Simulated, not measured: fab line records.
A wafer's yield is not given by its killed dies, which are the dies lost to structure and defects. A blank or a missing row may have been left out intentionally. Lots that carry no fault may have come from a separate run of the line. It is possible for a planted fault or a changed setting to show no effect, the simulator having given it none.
Chamber matching | flow n5-finfet | N5_SDB_ETCH_25 on rie-diel-01: 4 sister chambers
The step etches SiO2 in C4F6/O2, target depth 10 nm, time 3.3 s. 4 wafers are shown with their chamber, then 9 later ones without.

== EACH WAFER AND ITS CHAMBER ==
wafer  | chamber | drypump-motor-current-A (A)
L075.5 | 2       | 5.8
L087.5 | 0       | 5.2
L092.2 | 3       | 6.4
L092.6 | 1       | 5.5

== WAFERS WITHOUT THEIR CHAMBER ==
wafer  | drypump-motor-current-A (A)
L093.1 | 5.7
L093.3 | 5.7
L093.6 | 5.6
L095.1 | 5.5
L095.2 | 5.2
L095.5 | 5.7
L097.2 | 5.5
L097.5 | 5.5
L097.6 | 5.2

== EACH ONE'S CHAMBER ==
wafer  | from the rows above     | in truth
L093.1 | can't be placed: 2 or 1 | 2
L093.3 | can't be placed: 2 or 1 | 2
L093.6 | can't be placed: 1 or 2 | 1
L095.1 | 1                       | 1
L095.2 | 0                       | 0
L095.5 | can't be placed: 2 or 1 | 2
L097.2 | 1                       | 1
L097.5 | 1                       | 1
L097.6 | 0                       | 0
Correct placement for 5 of the 9. Cannot be placed on the basis of these rows: 4; the candidates contain the true chamber in 4. Wrongly placed: 0.
How it was worked out, from the rows above alone: a wafer's distance from a chamber is the root of the sum, over the readings, of the square of ((its reading less the chamber's mean) divided by the reading's scatter). If the next closest chamber is less than 2 further off than the closest, the wafer can't be placed; otherwise it belongs to the closest. The mean given for a chamber averages the wafers shown for that chamber. The scatter (one wafer shown for each chamber): square how far every hidden wafer sits from the nearest shown wafer, average those squares and take the square root.
